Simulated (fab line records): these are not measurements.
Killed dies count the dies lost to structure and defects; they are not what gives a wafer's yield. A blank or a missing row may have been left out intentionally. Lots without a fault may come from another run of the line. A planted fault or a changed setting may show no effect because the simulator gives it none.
fab line records	flow n5_finfet	part 1 of 2: steps 1 to 22 of 32
record: lots: 5	wafers: 15	last_day: 17
route steps=1938 shown BEOL_M13@1674
lots that met no fault: taken from a fault-free run of the same line
start_h: start of the lot's first displayed wafer, in hours after the record's first day	wait_h: hours from the lot's prior step to this one	" identical to the entry in the row above	L1.1+2: one row covering several wafers at once	- no value, or no start given	* or withheld: withheld	< > ~ a bound
route shown NAME@n: names a module that has steps shown in the file, with the first one's number in the route	usual: mean/standard deviation taken from wafers without a fault	same: alike in all rows	chamber/n: place in a boat	sites: readings site by site	_std_site: the standard deviation of these	_edge_site: the outer-site mean with the inner-site mean subtracted	radius_mm: for every site, how far away it sits from the centre of the wafer	mask NAME#n: copy n	behind: the last tool/chamber to shape the wafer	hold: the reason the lot was held/the length of the hold in hours/how it ended	device: whichever transistor did not switch (one of n, p or np)	end of line: tests of these same wafers at the route's end	a step with no rows: only its recipe	killed: at the first sort, the dies lost to defects and structure; wafer yield is something else	map: the dies of a wafer, with x for killed, . for not killed, _ for no die there
set.NAME: the run value of the setting; set.NAME@STEP: its run value at that earlier step	model.NAME: the simulator's own value behind a step, which no gauge read
lots at selected steps of the route; one table per step, one row per wafer
services: a tool's chamber out of use, with start hour (start_h, from the record's first day; less than 0 if before it), hours out, and reason
== steps ==
step: N5_BEOL_M13_VIA_ETCH_16
recipe: chemistry: C4F8/O2/Ar	target: SiOC	pressure_mtorr: 30	source_w: 3000	bias_w: 700	Ar_flow_sccm: 400	C4F8_flow_sccm: 15	O2_flow_sccm: 8	he_inner_torr: 15	he_outer_torr: 30	target_depth_a: 9217	time_s: withheld	ion_energy_ev: 250	ends: cleared
usual: drypump_motor_current_A: 5.6/0.36	mfc_ar_sccm: 400.2/1.2	oes_product_au: 0.72/0.086	rf_vpp_V: 666/3.1	showerhead_plenum_p_Torr: 3.43/0.11	throttle_valve_pct: 24.14/0.18
lot.wafer	tool	chamber	start_h	wait_h	drypump_motor_current_A	mfc_ar_sccm	oes_product_au	rf_vpp_V	showerhead_plenum_p_Torr	throttle_valve_pct
L075.1	rie_diel-02	0	279.01	0.0	5.3	400.8	0.64	660	3.23	24.13
L075.2	"	2	"	"	5.7	401.3	0.83	669	3.50	23.93
L075.5	"	2	"	"	5.7	401.2	0.83	668	3.50	23.92
L076.3	rie_diel-02	1	282.32	0.0	5.8	400.1	0.83	669	3.51	23.85
L076.4	"	3	"	"	5.5	400.2	0.82	664	3.34	24.26
L076.6	"	0	"	"	5.3	401.6	0.64	660	3.23	24.11
L082.2	rie_diel-04	1	292.76	0.0	5.9	400.8	0.64	668	3.53	24.15
L082.3	"	0	"	"	5.7	398.3	0.63	665	3.39	24.64
L082.6	"	3	"	"	5.5	400.7	0.62	659	3.22	24.40
L085.1	rie_diel-05	0	328.50	0.0	5.3	401.6	0.63	665	3.39	24.17
L085.4	"	0	"	"	5.3	400.9	0.64	664	3.38	24.16
L085.6	"	3	"	"	6.3	401.6	0.79	670	3.60	24.27
L093.1	rie_diel-05	1	376.36	0.0	5.1	401.7	0.72	664	3.44	24.03
L093.4	"	0	"	"	5.3	398.8	0.63	663	3.38	24.19
L093.5	"	0	"	"	5.3	400.0	0.64	664	3.38	24.18
step: N5_BEOL_M13_STRIP_63
recipe: chemistry: N2/H2	power_w: 1000	temp_c: 250	h2_frac: 0.65	overash_fraction: 0.3	pressure_mtorr: 1000	n2_flow_sccm: 1750	h2_flow_sccm: 3250
usual: drypump_motor_current_A: 5.6/0.53	h2_flow_sccm: 3249/11	heater_power_w: 337/10	oes_product_au: 0.674/0.0046	strip_time_to_endpoint_s: 28.0/1.1
lot.wafer	tool	chamber	start_h	wait_h	drypump_motor_current_A	h2_flow_sccm	heater_power_w	oes_product_au	rf_hours_counter_h	strip_time_to_endpoint_s
L075.1	plasma_asher-01	1	279.24	-	4.7	3248	324	0.668	126	28.7
L075.2	"	0	"	"	5.7	3242	348	0.676	126	29.8
L075.5	"	1	"	"	4.8	3258	324	0.675	-	27.9
L076.3	plasma_asher-01	0	282.57	-	5.7	3222	346	0.678	-	30.1
L076.4	"	1	"	"	4.7	3236	324	0.668	-	27.8
L076.6	"	1	"	"	4.8	3252	321	0.677	-	27.7
L082.2	plasma_asher-02	0	293.00	-	6.2	3251	331	0.673	80	28.9
L082.3	"	0	"	"	6.2	3245	326	0.679	-	28.6
L082.6	"	0	"	"	6.2	3238	333	0.665	-	27.9
L085.1	plasma_asher-02	0	328.81	-	6.2	3240	345	0.676	88	28.6
L085.4	"	1	"	"	5.8	3260	347	0.672	-	27.8
L085.6	"	1	"	"	5.8	3251	341	0.670	-	27.3
L093.1	plasma_asher-02	0	376.59	-	6.2	3255	324	0.673	99	26.5
L093.4	"	0	"	"	6.2	3254	335	0.672	-	26.4
L093.5	"	0	"	"	6.2	3254	339	0.673	-	25.3
step: N5_BEOL_M13_STRIP_64
recipe: chemistry: N2/H2	power_w: 1000	temp_c: 250	h2_frac: 0.65	overash_fraction: 0.3	pressure_mtorr: withheld	n2_flow_sccm: 1750	h2_flow_sccm: 3250
usual: drypump_motor_current_A: 5.6/0.53	h2_flow_sccm: 3252/10	heater_power_w: 338/10	oes_product_au: 0.715/0.0048	strip_time_to_endpoint_s: 31.34/0.079
lot.wafer	tool	chamber	start_h	wait_h	drypump_motor_current_A	h2_flow_sccm	heater_power_w	oes_product_au	rf_hours_counter_h	strip_time_to_endpoint_s
L075.1	plasma_asher-01	1	279.30	0.0	4.7	3241	327	0.707	126	31.32
L075.2	"	0	"	"	5.7	3243	348	0.721	126	31.28
L075.5	"	1	"	"	4.7	3231	333	0.714	-	31.32
L076.3	plasma_asher-01	0	282.63	0.0	5.7	3236	348	0.709	-	31.20
L076.4	"	1	"	"	4.8	3250	326	0.712	-	31.26
L076.6	"	1	"	"	4.8	3257	322	0.721	-	31.30
L082.2	plasma_asher-02	0	293.06	0.0	6.2	3241	326	0.714	80	31.43
L082.3	"	0	"	"	6.2	3247	336	0.714	-	31.38
L082.6	"	0	"	"	6.2	3237	339	0.712	-	31.42
L085.1	plasma_asher-02	0	328.87	0.0	6.2	3252	335	0.710	88	31.45
L085.4	"	1	"	"	5.8	3243	341	0.715	-	31.42
L085.6	"	1	"	"	5.8	3243	349	0.712	-	31.40
L093.1	plasma_asher-02	0	376.65	0.0	6.2	3261	336	0.722	99	31.30
L093.4	"	0	"	"	6.2	3256	334	0.711	-	31.36
L093.5	"	0	"	"	6.2	3252	333	0.716	-	31.41
step: N5_BEOL_M13_STRIP_71
recipe: chemistry: post_etch_residue_remover	time_s: 60	temp_c: 25	remover_ph: withheld	remover_water_wt_pct: withheld	remover_fluoride_wt_pct: withheld
lot.wafer	tool	chamber	start_h	wait_h
L075.1+2+5	wet_bench-02	5,4,3	279.39	0.1
L076.3+4+6	wet_bench-06	4,3,1	282.70	0.0
L082.2+3+6	wet_bench-06	2,4,3	293.15	0.1
L085.1+4+6	wet_bench-01	3,2,1	328.96	0.1
L093.1+4+5	wet_bench-06	0,4,7	376.74	0.1
step: N5_BEOL_M13_SRD_72
recipe: time_s: 30	temp_c: 23	rinse_liquid: diw	dry: n2_spin	spin_rpm: 1500	dry_time_s: 30
lot.wafer	tool	chamber	start_h	wait_h
L075.1+2+5	wet_bench-02	5,4,3	279.41	0.0
L076.3+4+6	wet_bench-06	4,3,1	282.72	0.0
L082.2+3+6	wet_bench-06	2,4,3	293.17	0.0
L085.1+4+6	wet_bench-01	3,2,1	328.98	0.0
L093.1+4+5	wet_bench-06	0,4,7	376.76	0.0
step: N5_BEOL_M13_CD_MEAS_17
recipe: target_cd_nm: 190	polarity: opening
usual: cd_nm: 190.1/1.6
lot.wafer	tool	chamber	start_h	wait_h	cd_nm
L075.1	cd_sem-03	-	279.45	0.0	191.1
L075.2	"	-	"	"	192.1
L075.5	"	-	"	"	190.0
L076.3	cd_sem-03	-	282.77	0.0	187.1
L076.4	"	-	"	"	189.0
L076.6	"	-	"	"	188.6
L082.2	cd_sem-01	-	293.22	0.0	187.2
L082.3	"	-	"	"	189.7
L082.6	"	-	"	"	187.7
L085.1	cd_sem-02	-	329.02	0.0	191.1
L085.4	"	-	"	"	188.6
L085.6	"	-	"	"	190.1
L093.1	cd_sem-03	-	376.80	0.0	190.9
L093.4	"	-	"	"	187.7
L093.5	"	-	"	"	189.2
step: N5_BEOL_M13_COAT_65
recipe: resist: SOC	temp_c: 250	time_s: 60	spin_rpm: 1500	resist_thk_nm: 350
lot.wafer	tool	chamber	start_h	wait_h
L075.1+2+5	litho_track-05	0	279.49	0.0
L076.3+4+6	litho_track-03	0	282.80	0.0
L082.2+3+6	litho_track-05	0	293.25	0.0
L085.1+4+6	litho_track-02	0	329.05	0.0
L093.1+4+5	litho_track-02	0	376.84	0.0
step: N5_BEOL_M13_COAT_66
recipe: resist: SiARC	temp_c: 220	time_s: 60	spin_rpm: 1500	resist_thk_nm: 110
lot.wafer	tool	chamber	start_h	wait_h
L075.1+2+5	litho_track-05	0	-	-
L076.3+4+6	litho_track-03	0	-	-
L082.2+3+6	litho_track-05	0	-	-
L085.1+4+6	litho_track-02	0	-	-
L093.1+4+5	litho_track-02	0	-	-
step: N5_BEOL_M13_COAT_22
recipe: spin_rpm: 2888	resist_thk_nm: 300
lot.wafer	tool	chamber	start_h	wait_h
L075.1+2+5	litho_track-05	0	-	-
L076.3+4+6	litho_track-03	0	-	-
L082.2+3+6	litho_track-05	0	-	-
L085.1+4+6	litho_track-02	0	-	-
L093.1+4+5	litho_track-02	0	-	-
step: N5_BEOL_M13_EBR_24
recipe: solvent: PGMEA	ebr_width_mm: 1.5
lot.wafer	tool	chamber	start_h	wait_h
L075.1+2+5	litho_track-05	0	-	-
L076.3+4+6	litho_track-03	0	-	-
L082.2+3+6	litho_track-05	0	-	-
L085.1+4+6	litho_track-02	0	-	-
L093.1+4+5	litho_track-02	0	-	-
step: N5_BEOL_M13_SOFTBAKE_23
recipe: temp_c: 130	time_s: 60
lot.wafer	tool	chamber	start_h	wait_h
L075.1+2+5	litho_track-05	0	-	-
L076.3+4+6	litho_track-03	0	-	-
L082.2+3+6	litho_track-05	0	-	-
L085.1+4+6	litho_track-02	0	-	-
L093.1+4+5	litho_track-02	0	-	-
step: N5_BEOL_M13_EXPOSE_25
recipe: mask_id: M13	na: 0.93	source_shape: conventional	sigma_outer: 0.4	polarization: unpolarized	target_cd_nm: 210	dose_mj: 22
usual: exposure_dose_mJ_cm2: 21.995/0.021
lot.wafer	tool	chamber	start_h	wait_h	mask	exposure_dose_mJ_cm2
L075.1	krf_scanner-02	0	279.73	-	M13#0	22.009
L075.2	"	0	"	"	M13#0	21.988
L075.5	"	0	"	"	M13#0	21.988
L076.3	krf_scanner-01	0	283.06	-	M13#0	21.985
L076.4	"	0	"	"	M13#0	21.992
L076.6	"	0	"	"	M13#0	21.991
L082.2	krf_scanner-01	0	293.50	-	M13#0	22.010
L082.3	"	0	"	"	M13#0	22.000
L082.6	"	0	"	"	M13#0	21.976
L085.1	krf_scanner-01	0	329.25	-	M13#0	21.987
L085.4	"	0	"	"	M13#0	21.973
L085.6	"	0	"	"	M13#0	21.993
L093.1	krf_scanner-02	0	376.96	-	M13#0	22.008
L093.4	"	0	"	"	M13#0	22.009
L093.5	"	0	"	"	M13#0	22.000
step: N5_BEOL_M13_PEB_26
recipe: peb_temp_c: 130	peb_time_s: 90
lot.wafer	tool	chamber	start_h	wait_h
L075.1+2+5	litho_track-02	0	279.79	0.1
L076.3+4+6	litho_track-02	0	283.10	0.0
L082.2+3+6	litho_track-05	0	293.55	0.0
L085.1+4+6	litho_track-02	0	329.30	0.1
L093.1+4+5	litho_track-05	0	377.01	0.1
step: N5_BEOL_M13_DEVELOP_27
recipe: develop_time_s: 45	rinse_liquid: diw	dry: air_spin	dev_temp_c: 21
usual: developer_temp_C: 20.99/0.12
lot.wafer	tool	chamber	start_h	wait_h	developer_temp_C
L075.1	litho_track-02	0	-	-	20.92
L075.2	"	0	"	"	20.93
L075.5	"	0	"	"	20.98
L076.3	litho_track-02	0	-	-	21.09
L076.4	"	0	"	"	21.01
L076.6	"	0	"	"	21.07
L082.2	litho_track-05	0	-	-	20.97
L082.3	"	0	"	"	20.84
L082.6	"	0	"	"	20.99
L085.1	litho_track-02	0	-	-	21.06
L085.4	"	0	"	"	20.93
L085.6	"	0	"	"	21.11
L093.1	litho_track-05	0	-	-	20.89
L093.4	"	0	"	"	20.93
L093.5	"	0	"	"	20.87
step: N5_BEOL_M13_HARDBAKE_32
recipe: temp_c: 130	time_s: 120
lot.wafer	tool	chamber	start_h	wait_h
L075.1+2+5	litho_track-02	0	-	-
L076.3+4+6	litho_track-02	0	-	-
L082.2+3+6	litho_track-05	0	-	-
L085.1+4+6	litho_track-02	0	-	-
L093.1+4+5	litho_track-05	0	-	-
step: N5_BEOL_M13_CD_MEAS_28
recipe: target_cd_nm: 209.5	landing_energy_ev: 500	detector: se_inlens
usual: cd_nm: 210.0/1.7
lot.wafer	tool	chamber	start_h	wait_h	cd_nm
L075.1	cd_sem-02	0	279.90	-	211.8
L075.2	"	0	"	"	212.0
L075.5	"	0	"	"	210.1
L076.3	cd_sem-03	0	283.22	-	212.0
L076.4	"	0	"	"	213.0
L076.6	"	0	"	"	214.0
L082.2	cd_sem-02	0	293.67	-	212.1
L082.3	"	0	"	"	209.5
L082.6	"	0	"	"	208.6
L085.1	cd_sem-01	0	329.42	-	210.5
L085.4	"	0	"	"	210.6
L085.6	"	0	"	"	211.3
L093.1	cd_sem-03	0	377.13	-	208.4
L093.4	"	0	"	"	205.7
L093.5	"	0	"	"	207.7
step: N5_BEOL_M13_OVL_MEAS_29
recipe: points_per_wafer: 44
usual: M13_OVL: 1/6.1
lot.wafer	tool	chamber	start_h	wait_h	M13_OVL[nm]
L075.1	overlay-01	0	279.93	0.0	4
L075.2	"	0	"	"	-2
L075.5	"	0	"	"	-2
L076.3	overlay-02	0	283.25	0.0	5
L076.4	"	0	"	"	2
L076.6	"	0	"	"	7
L082.2	overlay-01	0	293.70	0.0	4
L082.3	"	0	"	"	-2
L082.6	"	0	"	"	5
L085.1	overlay-02	0	329.45	0.0	2
L085.4	"	0	"	"	6
L085.6	"	0	"	"	1
L093.1	overlay-02	0	377.16	0.0	-1
L093.4	"	0	"	"	-1
L093.5	"	0	"	"	2
step: N5_BEOL_M13_INSPECT_30
recipe: mode: adi	inspect_instrument: macro
usual: raw_defect_count: 2.2/1.5
lot.wafer	tool	chamber	start_h	wait_h	raw_defect_count
L075.1	defect_inspect-02	-	279.96	0.0	1
L075.2	"	-	"	"	5
L075.5	"	-	"	"	1
L076.3	defect_inspect-02	-	283.27	0.0	1
L076.4	"	-	"	"	0
L076.6	"	-	"	"	2
L082.2	defect_inspect-02	-	293.72	0.0	2
L082.3	"	-	"	"	2
L082.6	"	-	"	"	2
L085.1	defect_inspect-01	-	329.47	0.0	3
L085.4	"	-	"	"	3
L085.6	"	-	"	"	1
L093.1	defect_inspect-02	-	377.18	0.0	2
L093.4	"	-	"	"	0
L093.5	"	-	"	"	2
step: N5_BEOL_M13_DESCUM_33
recipe: chemistry: O2	time_s: 7.9	source_power_w: 50	bias_power_w: 20	pressure_mtorr: 20	rf_frequency_hz: 2.712e+07	temp_c: 40	o2_flow_sccm: 225
usual: drypump_motor_current_A: 5.64/0.27	oes_product_au: 0.82/0.091	rf_vpp_V: 243.2/1.1	showerhead_plenum_p_Torr: 2.09/0.071	throttle_valve_pct: 20.32/0.25
lot.wafer	tool	chamber	start_h	wait_h	drypump_motor_current_A	oes_product_au	rf_hours_counter_h	rf_vpp_V	showerhead_plenum_p_Torr	throttle_valve_pct
L075.1	rie_diel-02	0	280.22	0.3	5.31	0.70	210	241.2	1.99	20.54
L075.2	"	3	"	"	5.50	0.91	15	243.8	2.04	20.43
L075.5	"	3	"	"	5.51	0.91	-	243.4	2.04	20.43
L076.3	rie_diel-02	0	283.31	0.0	5.30	0.70	211	242.9	1.99	20.52
L076.4	"	1	"	"	5.81	0.94	9	243.9	2.16	20.08
L076.6	"	3	"	"	5.49	0.91	-	243.5	2.04	20.43
L082.2	rie_diel-02	1	293.75	0.0	5.86	0.92	11	243.7	2.16	20.09
L082.3	"	3	"	"	5.48	0.90	20	242.0	2.03	20.44
L082.6	"	2	"	"	5.69	0.91	-	243.7	2.13	20.03
L085.1	rie_diel-02	2	330.37	0.9	5.64	0.88	35	242.6	2.12	20.04
L085.4	"	0	"	"	5.29	0.69	231	242.3	1.98	20.56
L085.6	"	1	"	"	5.83	0.90	-	245.0	2.15	20.10
L093.1	rie_diel-04	1	377.27	0.1	5.93	0.69	231	244.2	2.13	20.30
L093.4	"	0	"	"	5.69	0.68	245	242.6	2.06	20.93
L093.5	"	3	"	"	5.47	0.92	-	244.4	2.24	20.58
step: N5_BEOL_M13_ETCH_67
recipe: chemistry: CF4	target: SiARC	target_depth_a: 1430	time_s: 238.3	ion_energy_ev: 80	pressure_mtorr: 40	source_w: 545	bias_w: 36	Ar_flow_sccm: 100	cf4_flow_sccm: 100	ends: cleared
usual: drypump_motor_current_A: 5.64/0.27	etch_rf_on_time_s: 240/5.7	mfc_ar_sccm: 100.03/0.27	oes_product_au: 0.69/0.079	rf_vpp_V: 184.0/1.1	showerhead_plenum_p_Torr: 2.14/0.068	throttle_valve_pct: 15.52/0.26
lot.wafer	tool	chamber	start_h	wait_h	drypump_motor_current_A	etch_rf_on_time_s	mfc_ar_sccm	oes_product_au	rf_hours_counter_h	rf_vpp_V	showerhead_plenum_p_Torr	throttle_valve_pct
L075.1	rie_diel-02	0	280.26	0.0	5.31	247	100.26	0.59	210	182.4	2.04	15.81
L075.2	"	3	"	"	5.47	234	100.29	0.77	15	183.8	2.09	15.55
L075.5	"	3	"	"	5.50	233	99.83	0.77	-	184.7	2.09	15.54
L076.3	rie_diel-02	0	283.34	0.0	5.31	244	99.36	0.60	211	183.8	2.04	15.81
L076.4	"	1	"	"	5.83	245	99.75	0.78	9	183.5	2.19	15.15
L076.6	"	3	"	"	5.54	234	100.15	0.77	-	184.5	2.09	15.56
L082.2	rie_diel-02	1	293.79	0.0	5.86	244	99.86	0.78	11	184.6	2.19	15.16
L082.3	"	3	"	"	5.46	235	99.77	0.76	20	184.7	2.09	15.56
L082.6	"	2	"	"	5.69	238	99.80	0.78	-	184.6	2.19	15.22
L085.1	rie_diel-02	2	330.41	0.0	5.65	239	99.39	0.75	35	184.5	2.18	15.26
L085.4	"	0	"	"	5.31	249	99.99	0.58	231	181.9	2.03	15.84
L085.6	"	1	"	"	5.80	245	100.00	0.75	-	184.7	2.18	15.18
L093.1	rie_diel-04	1	377.31	0.0	5.92	245	100.32	0.58	231	185.6	2.20	15.71
L093.4	"	0	"	"	5.69	258	99.72	0.56	245	183.9	2.10	16.06
L093.5	"	3	"	"	5.51	231	100.52	0.79	-	184.6	2.27	15.60
step: N5_BEOL_M13_ETCH_68
recipe: chemistry: N2/H2	target: SOC	mask_material: SiARC	source_w: 3000	bias_w: 350	temp_c: 40	time_s: 355	ion_energy_ev: 200	pressure_mtorr: 30	n2_flow_sccm: 200	h2_flow_sccm: 200
usual: drypump_motor_current_A: 5.65/0.27	h2_flow_sccm: 199.9/0.58	oes_product_au: 0.82/0.09	rf_vpp_V: 523.8/2.6	showerhead_plenum_p_Torr: 2.55/0.088	throttle_valve_pct: 17.71/0.21
lot.wafer	tool	chamber	start_h	wait_h	drypump_motor_current_A	h2_flow_sccm	oes_product_au	rf_hours_counter_h	rf_vpp_V	showerhead_plenum_p_Torr	throttle_valve_pct
L075.1	rie_diel-02	0	280.40	0.1	5.32	199.5	0.71	210	520.0	2.42	17.89
L075.2	"	3	"	"	5.50	200.0	0.91	15	522.2	2.48	17.75
L075.5	"	3	"	"	5.50	199.7	0.91	-	521.5	2.49	17.76
L076.3	rie_diel-02	0	283.49	0.1	5.30	200.6	0.71	211	520.0	2.42	17.90
L076.4	"	1	"	"	5.82	199.9	0.92	9	524.6	2.62	17.35
L076.6	"	3	"	"	5.46	200.8	0.91	-	524.6	2.48	17.76
L082.2	rie_diel-02	1	293.94	0.1	5.86	200.0	0.92	11	525.3	2.62	17.36
L082.3	"	3	"	"	5.49	199.4	0.90	20	521.3	2.48	17.76
L082.6	"	2	"	"	5.70	200.0	0.91	-	525.5	2.61	17.57
L085.1	rie_diel-02	2	330.55	0.1	5.68	200.0	0.88	35	525.2	2.60	17.59
L085.4	"	0	"	"	5.29	200.7	0.70	232	520.7	2.41	17.94
L085.6	"	1	"	"	5.90	200.4	0.89	-	525.6	2.61	17.37
L093.1	rie_diel-04	1	377.45	0.1	5.92	199.9	0.68	231	525.8	2.63	17.91
L093.4	"	0	"	"	5.69	200.8	0.67	245	523.1	2.49	18.11
L093.5	"	3	"	"	5.51	200.4	0.92	-	528.8	2.71	17.82
step: N5_BEOL_M13_STRIP_69
recipe: chemistry: N2/H2	temp_c: 40	n2_flow_sccm: 200	h2_flow_sccm: 200	rf_frequency_hz: 6e+07
lot.wafer	tool	chamber	start_h	wait_h
L075.1+2+5	rie_diel-02	0,3,3	280.61	0.1
L076.3+4+6	rie_diel-02	0,1,3	283.70	0.1
L082.2+3+6	rie_diel-02	1,3,2	294.15	0.1
L085.1+4+6	rie_diel-02	2,0,1	330.77	0.1
L093.1+4+5	rie_diel-04	1,0,3	377.66	0.1
